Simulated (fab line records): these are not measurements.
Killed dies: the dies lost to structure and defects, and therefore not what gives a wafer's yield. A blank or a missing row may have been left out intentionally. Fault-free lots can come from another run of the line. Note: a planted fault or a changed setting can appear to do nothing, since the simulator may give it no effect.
What tool caused it?	flow n5-finfet	Sampling: 10 lots, 30 wafers, 5 of 1938 route steps

## WHAT THE GAUGES READ, wafer by wafer
N5_BEOL_M4_RC_MEAS_101.
lot	measured	on	DIBL_N (mV/V)	DIBL_P (mV/V)	IOFF_N (nA/um)	IOFF_P (nA/um)	IOFF_P_85C (nA/um)	IOFF_P_LIN (nA/um)	ION_N (uA/um)	ION_P (uA/um)	REXT_P (ohm.um)	SS_N (mV/dec)	SS_P (mV/dec)	VT_N (mV)	VT_P (mV)	VT_P_LVT (mV)
L581	day 8 01:06	prober-01	39.8 39.1 40.5	39.1 37.5 39.5	0.22 0.19 0.24	0.26 0.23 0.28	4.5 4.1 4.7	0.117 0.109 0.124	695 691 706	474 467 479	105.4 105.3 106.1	72.5 72.8 72.6	74.0 73.8 73.9	244 247 245	-249 -247 -246	-96 -97 -93
L582	day 8 14:53	prober-01	33.7 32.8 34.0	35.1 33.8 34.8	0.12 0.10 0.12	0.17 0.15 0.16	3.0 2.7 2.9	0.081 0.073 0.080	662 649 662	457 440 452	105.9 105.7 104.5	70.5 70.6 70.7	72.7 72.9 72.3	252 257 253	-252 -256 -257	-103 -105 -102
L583	day 8 14:21	prober-02	36.5 36.7 35.4	36.6 36.8 34.2	0.16 0.17 0.14	0.21 0.21 0.17	3.6 3.7 3.1	0.096 0.098 0.085	678 674 673	466 460 455	100.4 101.4 101.1	71.6 71.4 70.7	73.2 73.2 72.6	245 249 251	-252 -250 -252	-100 -100 -102
L584	day 8 20:50	prober-02	32.2 32.3 34.1	32.8 32.7 34.5	0.13 0.13 0.16	0.18 0.18 0.21	3.2 3.3 3.6	0.089 0.088 0.099	668 678 683	461 466 470	100.4 100.4 99.1	70.8 70.5 71.5	72.8 72.8 73.6	250 253 248	-250 -249 -250	-101 -101 -99
L586	day 9 13:36	prober-01	37.9 37.7 36.2	37.5 65.0 37.0	0.18 0.18 0.14	0.21 3.42 0.19	3.6 37.3 3.3	0.098 0.755 0.089	657 675 659	445 560 449	104.5 80.7 105.5	72.1 71.6 71.4	73.3 81.8 72.8	250 247 253	-250 -210 -251	-100 -56 -100
L589	day 10 00:05	prober-01	38.1 37.7 38.8	37.8 37.0 39.0	0.21 0.20 0.20	0.24 0.24 0.26	4.2 4.1 4.4	0.111 0.108 0.115	690 691 689	473 479 472	99.0 99.1 99.5	71.3 72.4 71.8	73.8 73.3 73.7	245 244 248	-247 -249 -248	-97 -98 -97
L590	day 10 17:53	prober-02	37.8 39.9 37.2	39.9 64.5 39.6	0.21 0.27 0.21	0.22 2.67 0.21	3.8 30.8 3.8	0.102 0.779 0.100	706 712 691	474 580 470	102.7 77.9 102.6	71.9 72.3 71.8	74.5 78.1 73.7	246 241 246	-250 -208 -251	-98 -55 -99
L600	day 13 06:46	prober-02	38.5 34.8 36.3	39.1 34.6 36.2	0.22 0.14 0.18	0.26 0.18 0.21	4.4 3.3 3.6	0.116 0.090 0.100	699 669 696	473 467 472	96.9 96.9 97.1	71.3 70.4 70.7	75.0 73.3 73.9	245 253 247	-248 -249 -251	-97 -102 -100
L601	day 13 14:47	prober-01	37.0 37.0 39.1	39.5 39.3 41.5	0.20 0.19 0.24	0.29 0.29 0.33	4.7 4.7 5.3	0.132 0.132 0.144	694 685 696	475 476 480	100.2 99.2 99.2	72.4 71.6 73.0	74.0 73.7 74.6	245 247 244	-242 -242 -242	-91 -91 -90
L602	day 13 08:25	prober-01	35.1 35.8 37.7	37.3 37.5 41.0	0.16 0.16 0.22	0.20 0.20 0.26	3.6 3.6 4.5	0.098 0.096 0.118	677 684 690	466 464 468	102.2 102.1 101.6	70.8 71.4 71.8	72.6 73.9 74.3	249 250 247	-250 -250 -248	-101 -101 -97

N5_BEOL_M5_THK_MEAS_01.
lot	measured	on	M5_ILD_THK (nm)
L581	day 8 03:07	film-metro-02	119.7 117.5 120.8
L582	day 8 16:26	film-metro-01	120.9 119.6 120.7
L583	day 8 15:53	film-metro-01	117.5 121.4 119.8
L584	day 8 22:22	film-metro-01	119.5 118.9 121.4
L586	day 9 15:11	film-metro-02	120.4 121.4 121.0
L589	day 10 01:29	film-metro-02	120.5 123.2 120.6
L590	day 10 19:25	film-metro-01	120.4 118.5 120.3
L600	day 13 08:00	film-metro-02	119.1 121.5 121.2
L601	day 13 16:00	film-metro-01	120.1 121.8 123.0
L602	day 13 09:57	film-metro-02	121.7 121.9 123.9

## WHAT TOOL EACH LOT RAN ON (gives the tool, then ch and the chambers of the sampled wafers, and finally the start)
lot	N5_SD_EPI_P_VAPOR_ETCH_44	N5_BEOL_M4_ANNEAL_93	N5_BEOL_M4_CMP_52
L581	epi-rpcvd-01 ch 0, day 3 14:23	pvd-sputter-03, day 7 22:16	cmp-03 ch 1,2,3, day 8 00:31
L582	epi-rpcvd-01 ch 0, day 3 20:38	pvd-sputter-01, day 8 13:05	cmp-03 ch 1,2,3, day 8 14:13
L583	epi-rpcvd-01 ch 0, day 4 01:32	pvd-sputter-03, day 8 12:52	cmp-02 ch 0,1,2, day 8 13:45
L584	epi-rpcvd-01 ch 0, day 4 07:59	pvd-sputter-02, day 8 19:17	cmp-03 ch 1,3, day 8 20:12
L586	epi-rpcvd-01 ch 0, day 4 21:14	pvd-sputter-03, day 9 12:07	cmp-01 ch 1,2, day 9 12:58
L589	epi-rpcvd-02 ch 0, day 5 12:31	pvd-sputter-02, day 9 22:28	cmp-03 ch 1,2, day 9 23:22
L590	epi-rpcvd-01 ch 0, day 6 01:12	pvd-sputter-01, day 10 16:16	cmp-03 ch 0,2,3, day 10 17:17
L600	epi-rpcvd-01 ch 0, day 8 09:07	pvd-sputter-02, day 13 05:00	cmp-01 ch 1,2, day 13 05:53
L601	epi-rpcvd-03 ch 0, day 8 12:43	pvd-sputter-03, day 13 12:53	cmp-03 ch 1,2,3, day 13 13:58
L602	epi-rpcvd-01 ch 0, day 8 20:59	pvd-sputter-03, day 13 06:32	cmp-01 ch 0,1, day 13 07:35
- N5_SD_EPI_P_VAPOR_ETCH_44: etches SiGe30 in NF3/Ar, time 3.3 s.
- N5_BEOL_M4_ANNEAL_93: time 240 s.
- N5_BEOL_M4_CMP_52: polishes, stops on SiOC, t overpolish 6.8 s, target thk 40 nm.

## WHAT THE TOOLS THEMSELVES READ (means of the sampled wafers that have a number; where no wafer has one, the mark that the record gives instead)
N5_BEOL_M4_ANNEAL_93.
lot	tool	heater-power-w (W)	susceptor_temp_C_max
L581	pvd-sputter-03	781	400.7
L582	pvd-sputter-01	924	400.7
L583	pvd-sputter-03	758	401.0
L584	pvd-sputter-02	809	400.7
L586	pvd-sputter-03	745	401.1
L589	pvd-sputter-02	899	400.7
L590	pvd-sputter-01	919	400.8
L600	pvd-sputter-02	832	400.8
L601	pvd-sputter-03	753	401.2
L602	pvd-sputter-03	748	400.9

N5_BEOL_M4_CMP_52.
lot	tool	barrier-field-endpoint-s (s)	motor-current-A (A)	overpolish-run-s (s)	time-to-endpoint-s (s)
L581	cmp-03	24.8	5.6	6.786	64
L582	cmp-03	24.2	5.6	6.787	60
L583	cmp-02	23.5	5.8	6.799	56
L584	cmp-03	23.9	5.7	6.793	62
L586	cmp-01	24.7	6.4	6.804	64
L589	cmp-03	24.2	6.2	6.810	64
L590	cmp-03	24.1	5.4	6.794	58
L600	cmp-01	25.7	6.5	6.800	65
L601	cmp-03	24.7	5.7	6.799	62
L602	cmp-01	25.2	5.6	6.793	67

## THE ANSWER, worked out from the rows above alone
Rule: usual is defined by the lots themselves. Put in order of their means at a reading, lots are off if they are a third of the lots or fewer, leave a main group of 4 or more, and stand apart from it by a gap of 3 or more times the standard deviation of the main group's means; of several such gaps the widest counts. The tables above print the reading to a certain number of digits; a main group whose means all agree to those digits is not used. A lot without any number at a reading at which 4 lots or more have one is off too. The other lots that the step has rows for count as sound. After the gauges, taken in route order, come the tools' own readings; for these a lot's mean is taken, as printed above. At the first step where some lot is off, the reading lying furthest off is the one used; lots without a number count as furthest.
Off: L586, L590, at N5_BEOL_M4_RC_MEAS_101 (IOFF_P). Mean 0.22 nA/um and standard deviation 0.042 in the main group.
If a tool, at a process step before that reading, ran all the lots that are off and no sound lot after the first of them, it fits. Those tools and the gauges at N5_BEOL_M4_RC_MEAS_101 are tried in the same way. No candidate that was tried fits.

## WHAT HAD BEEN PUT IN BY THE SIMULATOR
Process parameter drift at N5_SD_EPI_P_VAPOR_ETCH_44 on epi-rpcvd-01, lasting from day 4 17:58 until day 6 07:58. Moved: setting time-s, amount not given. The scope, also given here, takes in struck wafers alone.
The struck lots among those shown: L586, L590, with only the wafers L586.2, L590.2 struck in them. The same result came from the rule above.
